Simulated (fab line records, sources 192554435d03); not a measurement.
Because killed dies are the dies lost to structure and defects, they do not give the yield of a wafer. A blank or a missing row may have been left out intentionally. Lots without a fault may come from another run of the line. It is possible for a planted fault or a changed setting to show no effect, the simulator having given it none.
A struck lot beside a sound one || flow n5-finfet || 42 steps out of a route of 1938
Sound: these wafers, L868.1, L868.2, L868.3. The struck wafers were L863.1, L863.4, L863.5. Last of all comes the cause.
Order at every step that has rows: each side's tool, ch and its chambers, its first start. Under that, the readings that differ: sound wafers || struck wafers || difference of the means || sigmas: that difference in standard deviations of wafers without a fault.
alike: same words and numbers on both sides, and readings whose means sit less than 2 such deviations apart. not compared: any withheld reading, any reading some wafer has no value for, any bound like >300 that may hide the same value, and any number with overlapping values for which the record gives no deviation.
The two part at a step that has a row with sigmas, a row that says differs or no value, or rows on one side only. Numbers that have no deviation but don't overlap get no sigmas and don't part them. A reading missing from all wafers of one side parts the sides only when that side holds two or more wafers.

first, 11 steps without rows for these wafers: N5_BEOL_M2_DESCUM_33 (chemistry O2, time 7 s); N5_BEOL_M2_ETCH_77 (etches underlayer in N2/H2, target depth 6.5 nm, time 5.2 s); N5_BEOL_M2_ETCH_69 (etches SiARC in CF4, target depth 15.6 nm, time 26 s); N5_BEOL_M2_ALD_98 (deposits SiO2, target thk 2.5 nm, pulse time 1 s, co reactant pulse time 1 s); N5_BEOL_M2_ETCHBACK_99 (etches SiO2 in CHF3, target depth 5 nm, time 10.4 s); N5_BEOL_M2_ETCH_70 (etches SOC in N2/H2, target depth 80 nm, overetch 24 nm, time 130 s); N5_BEOL_M2_STRIP_71 (strips in N2/H2); N5_BEOL_M2_STRIP_78 (strips in N2/H2); N5_BEOL_M2_VIA_ETCH_34 (etches the open film in C4F6/O2, target depth 69.4 nm, time 65.9 s); N5_BEOL_M2_STRIP_83 (strips in C4F6/O2); N5_BEOL_M2_STRIP_36 (strips in N2/H2).
N5_BEOL_M2_TRENCH_ETCH_37: etches SiOC in C4F6/O2, target depth 55.555 nm, time 29.2 s.
  sound on rie-diel-05 ch 1,2,3, day 12 14:57; struck on rie-diel-03 ch 0,1, day 11 03:40
{"reading": "bias-w (W)", "sound": "184.5 185.7 184.0", "struck": "167.4 165.9 166.8", "difference": -18.0, "sigmas": -32}
{"reading": "rf-vpp-V (V)", "sound": "657 658 655", "struck": "613 600 613", "difference": -48, "sigmas": -9}
{"reading": "model.BEOL_M2.feature-depth-nm (nm)", "sound": "55 56.2 55", "struck": "53.4 54.2 53.6", "difference": -1.7, "sigmas": ""}
{"reading": "model.etch.depth-nm (nm)", "sound": "55.06 56.15 55.06", "struck": "53.4 54.14 53.62", "difference": -1.7, "sigmas": ""}
  alike: chamber-pressure-mTorr, drypump-motor-current-A, oes-product-au, showerhead-plenum-p-Torr, throttle-valve-pct
  not compared: rf-hours-counter-h
then, 27 steps without rows for these wafers: N5_BEOL_M2_ETCH_41 (etches SiCN in CH3F/O2, target depth 29.9 nm, time 52.5 s); N5_BEOL_M2_STRIP_97 (strips in N2/H2, time 10 s); N5_BEOL_M2_HM_STRIP_39 (strips TiN in peroxide tin strip, target depth 25 nm, time 158 s); N5_BEOL_M2_SRD_40 (time 30 s); N5_BEOL_M2_PRECLEAN_42 (cleans in residue remover, time 60 s); N5_BEOL_M2_SRD_43 (time 30 s); N5_BEOL_M2_DEGAS_44 (time 60 s); N5_BEOL_M2_PRE_CLEAN_45 (time 30 s); N5_BEOL_M2_ALD_84 (deposits TaN, pulse time 2 s, purge time 3 s, co reactant purge time 2 s); N5_BEOL_M2_SURFACE_TREAT_85; N5_BEOL_M2_CVD_47 (deposits Co from CCTBA/H2, target thk 3 nm, time 223.8 s); N5_BEOL_M2_SPUTTER_48 (material Cu, target thk 4.5 nm, time 8.29 s); N5_BEOL_M2_ANNEAL_49 (time 240 s); N5_BEOL_M2_SPUTTER_79 (material Cu, target thk 4.5 nm, time 8.29 s); N5_BEOL_M2_ANNEAL_80 (time 240 s); N5_BEOL_M2_SPUTTER_81 (material Cu, target thk 4.5 nm, time 8.29 s); N5_BEOL_M2_ANNEAL_82 (time 240 s); N5_BEOL_M2_SPUTTER_86 (material Cu, target thk 4.5 nm, time 8.29 s); N5_BEOL_M2_ANNEAL_87 (time 240 s); N5_BEOL_M2_SPUTTER_88 (material Cu, target thk 4.5 nm, time 8.29 s); N5_BEOL_M2_ANNEAL_89 (time 240 s); N5_BEOL_M2_SPUTTER_90 (material Cu, target thk 4.5 nm, time 8.29 s); N5_BEOL_M2_ANNEAL_91 (time 240 s); N5_BEOL_M2_SPUTTER_92 (material Cu, target thk 4.5 nm, time 8.29 s); N5_BEOL_M2_ANNEAL_93 (time 240 s); N5_BEOL_M2_SPUTTER_94 (material Cu, target thk 4.5 nm, time 8.29 s); N5_BEOL_M2_ANNEAL_95 (time 240 s).
N5_BEOL_M2_CMP_52: polishes, stops on SiOC, t overpolish 6.8 s, target thk 40 nm.
  sound on cmp-02 ch 0,1,2, day 12 18:53; struck on cmp-03 ch 0,1,3, day 11 07:17
  alike: barrier-field-endpoint-s, clearing-platen-rpm, motor-current-A, overpolish-run-s, time-to-endpoint-s
  not compared: model.Cu_of_BEOL_M2_ECD_50.thk-nm
N5_BEOL_M4_RC_MEAS_101:
  sound on prober-01 ch 0, day 13 19:11; struck on prober-01 ch 0, day 12 10:19
  alike: DIBL_N, DIBL_P, IOFF_N, IOFF_P, ION_N, ION_P, SS_N, SS_P, VT_N, VT_P
following that, these wafers have no rows for 1 step: N5_PASSIVATION_PROBE_49.

== WHERE THEY PART ==
Within this record, at N5_BEOL_M2_TRENCH_ETCH_37 only. Later steps at which nothing parts them and some readings are alike: N5_BEOL_M2_CMP_52, N5_BEOL_M4_RC_MEAS_101.

WHY: what the simulator had put in
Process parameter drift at N5_BEOL_M2_TRENCH_ETCH_37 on rie-diel-03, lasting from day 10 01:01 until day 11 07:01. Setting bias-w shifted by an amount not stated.
